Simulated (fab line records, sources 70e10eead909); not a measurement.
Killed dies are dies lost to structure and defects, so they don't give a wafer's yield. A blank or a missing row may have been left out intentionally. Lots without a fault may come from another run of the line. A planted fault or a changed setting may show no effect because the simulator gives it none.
fab line records	flow nandHarc	part 2 of 2: steps 5 to 6 of 6
record: lots: 24	wafers: 72	lastDay: 24
route steps=1159 shown A_SLIT@800 A_WL_FILL@810 A_CONTACT@842
lots with no fault: from the same line, run without faults
startH: start of the lot's first displayed wafer, in hours after the record's first day	waitH: hours elapsed since this lot's preceding step	" unchanged from the row above	L1.1+2: several wafers, shown together as one row	- no value, or no start was given	* or withheld: withheld	< > ~ a bound
route shown NAME@n: a module of which the file shows steps, and the number in the route of the first	usual: the fault-free wafers' mean and standard deviation	same: alike in all rows	chamber/n: place in a boat	sites: each site's reading	_std_site: standard deviation across them	_edge_site: inner sites' mean taken away from outer sites' mean	radiusMm: how far each site lies from the wafer's centre	mask NAME#n: copy n	behind: the tool/chamber that last shaped the wafer	hold: reason for holding the lot/hours on hold/outcome of the hold	device: the n, p or np transistor that did not switch	end of line: at the end of the route, the tests of the same wafers	where a step has no rows: the recipe by itself	killed: count of dies lost to structure and defects at first sort (not the wafer's yield)	map: a wafer's dies, x killed, . not, _ none there
set.NAME: the setting the step ran with; set.NAME@STEP: the setting that earlier step ran with	model.NAME: the simulator's own value behind a step, which no gauge read
route steps across a sampled set of lots; one table per step, one row per wafer
services: the hour from which a tool's chamber was out of use, counted from the record's first day as startH (under 0 if before that day), plus the number of hours and why
== steps ==
step: NHARC_A_CONTACT_ETCH_123
recipe: sourceW: withheld	pressureMtorr: 20	biasV: 400	timeS: 253	targetDepthA: 10900	arFlowSccm: withheld	c4f8FlowSccm: 11.5	o2FlowSccm: 7.2	chemistry: C4F8/O2/Ar
usual: oesAirLineAu: 1.004/0.02
lot.wafer	tool	chamber	startH	waitH	oesAirLineAu	rfHoursCounterH
L074.4	harCapEtch-03	0	363.82	0.2	0.989	-
L074.6	"	1	"	"	1.016	-
L074.5	"	0	"	"	0.963	-
L076.2	harCapEtch-01	1	374.97	0.1	0.968	58
L076.1	"	0	"	"	1.056	58
L076.6	"	1	"	"	1.025	-
L075.2	harCapEtch-03	1	375.21	0.1	1.022	84
L075.4	"	0	"	"	1.006	-
L075.6	"	1	"	"	0.971	-
L077.1	harCapEtch-03	1	379.41	0.1	1.020	85
L077.2	"	0	"	"	0.997	85
L077.5	"	0	"	"	1.028	-
L079.1	harCapEtch-02	1	386.40	0.1	1.018	12
L079.3	"	1	"	"	1.020	-
L079.6	"	0	"	"	1.007	-
L080.2	harCapEtch-03	1	386.61	0.1	1.017	87
L080.3	"	0	"	"	0.986	-
L080.6	"	1	"	"	0.982	-
L078.2	harCapEtch-01	1	391.88	0.1	1.019	62
L078.3	"	0	"	"	0.982	-
L078.4	"	1	"	"	1.038	-
L081.2	harCapEtch-02	1	409.52	0.1	0.991	17
L081.3	"	1	"	"	0.994	-
L081.4	"	0	"	"	1.029	-
L082.1	harCapEtch-03	1	423.10	0.1	0.990	93
L082.6	"	0	"	"	0.999	-
L082.5	"	1	"	"	0.963	-
L083.1	harCapEtch-02	1	423.14	0.1	0.989	18
L083.2	"	0	"	"	1.012	18
L083.5	"	0	"	"	1.015	-
L084.3	harCapEtch-03	1	428.48	0.2	1.007	-
L084.6	"	1	"	"	1.011	-
L084.5	"	0	"	"	0.986	-
L086.1	harCapEtch-03	1	434.63	0.1	1.028	96
L086.2	"	0	"	"	1.028	96
L086.4	"	0	"	"	0.988	-
L087.1	harCapEtch-02	0	435.63	0.1	1.038	21
L087.4	"	0	"	"	1.047	-
L087.5	"	0	"	"	1.027	-
L088.2	harCapEtch-03	1	442.91	0.1	1.013	98
L088.4	"	1	"	"	1.011	-
L088.5	"	1	"	"	1.032	-
L085.1	harCapEtch-02	0	444.13	0.1	0.967	23
L085.4	"	1	"	"	0.994	-
L085.6	"	1	"	"	0.997	-
L090.1	harCapEtch-02	0	462.61	0.1	1.002	25
L090.3	"	1	"	"	0.986	-
L090.5	"	1	"	"	0.980	-
L089.1	harCapEtch-03	1	462.90	0.1	1.022	102
L089.4	"	0	"	"	1.023	-
L089.5	"	1	"	"	1.000	-
L091.4	harCapEtch-03	0	473.26	0.2	0.988	-
L091.5	"	1	"	"	1.011	-
L091.6	"	0	"	"	0.976	-
L092.2	harCapEtch-02	1	474.87	0.1	0.992	28
L092.3	"	1	"	"	1.013	-
L092.6	"	0	"	"	0.967	-
L094.2	harCapEtch-01	0	500.43	0.1	0.992	78
L094.3	"	0	"	"	1.027	-
L094.4	"	1	"	"	1.017	-
L095.2	harCapEtch-03	1	503.25	0.1	1.010	105
L095.1	"	0	"	"	1.026	105
L095.3	"	1	"	"	0.990	-
L093.1	harCapEtch-01	1	509.17	0.1	0.975	79
L093.3	"	0	"	"	1.027	-
L093.4	"	1	"	"	0.992	-
L096.2	harCapEtch-02	0	511.27	0.2	0.996	32
L096.5	"	1	"	"	1.007	-
L096.6	"	0	"	"	0.966	-
L097.1	harCapEtch-01	0	513.18	0.1	0.984	80
L097.3	"	0	"	"	0.980	-
L097.5	"	0	"	"	0.991	-
step: NHARC_A_CONTACT_STRIP_55
recipe: o2FlowSccm: 500	arFlowSccm: 0	biasW: 0	chemistry: O2
usual: drypumpMotorCurrentA: 5.79/0.28	oesProductAu: 1.000/0.0076	rfVppV: 58.0/0.91	showerheadPlenumPTorr: 3.60/0.14	throttleValvePct: 17.036/0.0086
lot.wafer	tool	chamber	startH	waitH	drypumpMotorCurrentA	oesProductAu	rfHoursCounterH	rfVppV	showerheadPlenumPTorr	throttleValvePct
L074.4	rieDiel-10	3	-	-	5.89	0.994	0	59.2	3.74	17.029
L074.5	"	2	"	"	6.06	1.003	-	58.0	3.63	17.036
L074.6	"	3	"	"	5.89	0.998	-	59.3	3.74	17.042
L076.2	rieDiel-10	3	-	-	5.88	1.000	2	59.3	3.74	17.037
L076.1	"	0	"	"	5.35	1.000	2	57.1	3.71	17.036
L076.6	"	3	"	"	5.88	1.011	-	57.6	3.74	17.022
L075.4	rieDiel-10	1	-	-	5.65	1.004	2	57.1	3.51	17.048
L075.2	"	0	"	"	5.34	1.002	2	58.3	3.71	17.049
L075.6	"	2	"	"	5.99	1.004	-	59.0	3.63	17.052
L077.2	rieDiel-07	2	-	-	6.07	0.998	47	58.1	3.34	17.027
L077.1	"	3	"	"	5.69	1.001	45	58.5	3.59	17.024
L077.5	"	2	"	"	6.05	1.006	-	58.5	3.34	17.032
L079.1	rieDiel-03	3	-	-	6.06	0.991	66	56.6	3.60	17.037
L079.3	"	1	"	"	5.81	0.988	66	58.5	3.74	17.019
L079.6	"	3	"	"	6.07	0.994	-	57.1	3.60	17.040
L080.2	rieDiel-10	0	-	-	5.33	0.999	5	58.9	3.71	17.036
L080.3	"	1	"	"	5.64	1.001	5	57.2	3.51	17.034
L080.6	"	0	"	"	5.33	0.995	-	58.2	3.71	17.030
L078.2	rieDiel-07	3	-	-	5.71	0.993	49	57.5	3.59	17.046
L078.3	"	0	"	"	6.26	1.003	52	58.2	3.78	17.038
L078.4	"	1	"	"	5.60	0.986	56	56.7	3.30	17.029
L081.4	rieDiel-10	2	-	-	6.08	1.000	12	58.4	3.63	17.040
L081.2	"	3	"	"	5.90	0.988	11	57.9	3.73	17.035
L081.3	"	0	"	"	5.32	1.003	11	59.4	3.70	17.033
L082.1	rieDiel-10	1	-	-	5.68	1.012	13	58.8	3.50	17.036
L082.5	"	0	"	"	5.30	0.991	-	58.5	3.70	17.042
L082.6	"	1	"	"	5.66	1.004	-	57.7	3.50	17.022
L083.2	rieDiel-10	2	-	-	6.01	0.998	13	58.5	3.63	17.040
L083.1	"	3	"	"	5.89	0.990	13	58.8	3.73	17.030
L083.5	"	2	"	"	6.08	1.003	-	58.7	3.63	17.026
L084.3	rieDiel-10	3	-	-	5.89	1.003	14	56.5	3.73	17.038
L084.5	"	1	"	"	5.62	0.992	-	57.0	3.50	17.047
L084.6	"	2	"	"	6.05	1.003	-	57.9	3.63	17.034
L086.1	rieDiel-10	1	-	-	5.66	1.009	17	59.0	3.50	17.030
L086.4	"	2	"	"	6.04	1.006	16	57.2	3.62	17.040
L086.2	"	3	"	"	5.92	1.002	16	57.4	3.73	17.031
L087.1	rieDiel-07	0	-	-	6.24	0.999	8	57.3	3.77	17.046
L087.4	"	1	"	"	5.57	1.004	-	59.8	3.30	17.028
L087.5	"	2	"	"	6.04	0.997	-	56.8	3.33	17.027
L088.4	rieDiel-10	0	-	-	5.33	1.000	18	59.7	3.70	17.045
L088.2	"	3	"	"	5.93	0.976	17	59.2	3.73	17.029
L088.5	"	0	"	"	5.32	0.995	-	59.2	3.70	17.041
L085.1	rieDiel-07	2	-	-	6.06	0.990	13	56.3	3.33	17.031
L085.4	"	3	"	"	5.73	0.988	-	59.1	3.58	17.029
L085.6	"	2	"	"	6.06	0.993	-	57.1	3.33	17.039
L090.3	rieDiel-07	2	-	-	6.04	1.001	20	56.9	3.33	17.039
L090.1	"	3	"	"	5.65	0.997	20	57.9	3.58	17.033
L090.5	"	2	"	"	6.05	1.004	-	57.9	3.33	17.031
L089.4	rieDiel-10	3	-	-	5.88	0.987	21	57.8	3.73	17.032
L089.1	"	0	"	"	5.33	0.990	22	57.9	3.70	17.026
L089.5	"	3	"	"	5.90	0.989	-	58.4	3.73	17.047
L091.4	rieDiel-10	3	-	-	5.88	1.002	23	59.0	3.73	17.035
L091.5	"	2	"	"	6.07	1.007	-	56.9	3.62	17.026
L091.6	"	3	"	"	5.87	1.000	-	58.5	3.73	17.027
L092.2	rieDiel-07	0	-	-	6.25	0.987	24	59.5	3.76	17.056
L092.3	"	1	"	"	5.60	0.996	17	57.1	3.29	17.029
L092.6	"	2	"	"	6.05	0.993	-	58.2	3.33	17.039
L094.2	rieDiel-03	2	-	-	5.77	1.001	32	56.8	3.55	17.035
L094.4	"	3	"	"	6.08	1.000	32	57.2	3.58	17.038
L094.3	"	1	"	"	5.76	1.013	34	59.5	3.72	17.050
L095.2	rieDiel-10	1	-	-	5.66	1.002	31	57.8	3.50	17.033
L095.1	"	3	"	"	5.89	1.011	28	59.6	3.72	17.032
L095.3	"	0	"	"	5.31	0.989	29	57.4	3.70	17.043
L093.4	rieDiel-10	1	-	-	5.65	1.002	32	57.0	3.49	17.023
L093.1	"	3	"	"	5.89	1.000	29	59.7	3.72	17.014
L093.3	"	0	"	"	5.33	1.005	30	57.8	3.69	17.033
L096.2	rieDiel-10	0	-	-	5.33	1.008	31	57.9	3.69	17.040
L096.6	"	0	"	"	5.34	0.998	-	58.5	3.69	17.054
L096.5	"	1	"	"	5.66	0.997	-	57.9	3.49	17.037
L097.1	rieDiel-10	1	-	-	5.64	1.011	34	58.9	3.49	17.032
L097.3	"	2	"	"	6.06	1.010	31	58.0	3.62	17.045
L097.5	"	1	"	"	5.64	1.008	-	56.8	3.49	17.032
== services ==
tool	chamber	startH	hours	kind
aclDep-01	-	294.59	13.0	pm
rtpAnneal-02	-	300.00	12.0	pm
rieDiel-08	-	301.80	9.0	pm
harCapEtch-02	-	305.00	17.0	pm
aclDep-01	-	314.44	7.7	repair
rieDiel-07	3	320.10	10.3	repair
harCapEtch-03	-	327.88	0.6	repair
aclDep-01	-	335.03	3.6	repair
rieDiel-05	-	340.74	9.0	pm
aclDep-02	-	349.27	13.0	pm
rieDiel-07	-	349.49	0.6	repair
rieDiel-08	2	350.18	2.9	repair
rieDiel-10	-	353.58	9.0	pm
rieDiel-08	3	356.71	4.1	repair
rieDiel-07	2	373.39	6.5	repair
rieDiel-05	2	389.94	2.4	repair
rieDiel-07	-	405.37	9.0	pm
rieDiel-08	0	418.30	7.6	repair
rieDiel-08	3	429.89	6.7	repair
rieDiel-07	3	433.76	4.1	repair
rieDiel-07	3	473.35	6.6	repair
rieDiel-08	-	478.80	9.0	pm
rieDiel-10	2	490.97	14.2	repair
rieDiel-08	0	493.91	5.7	repair
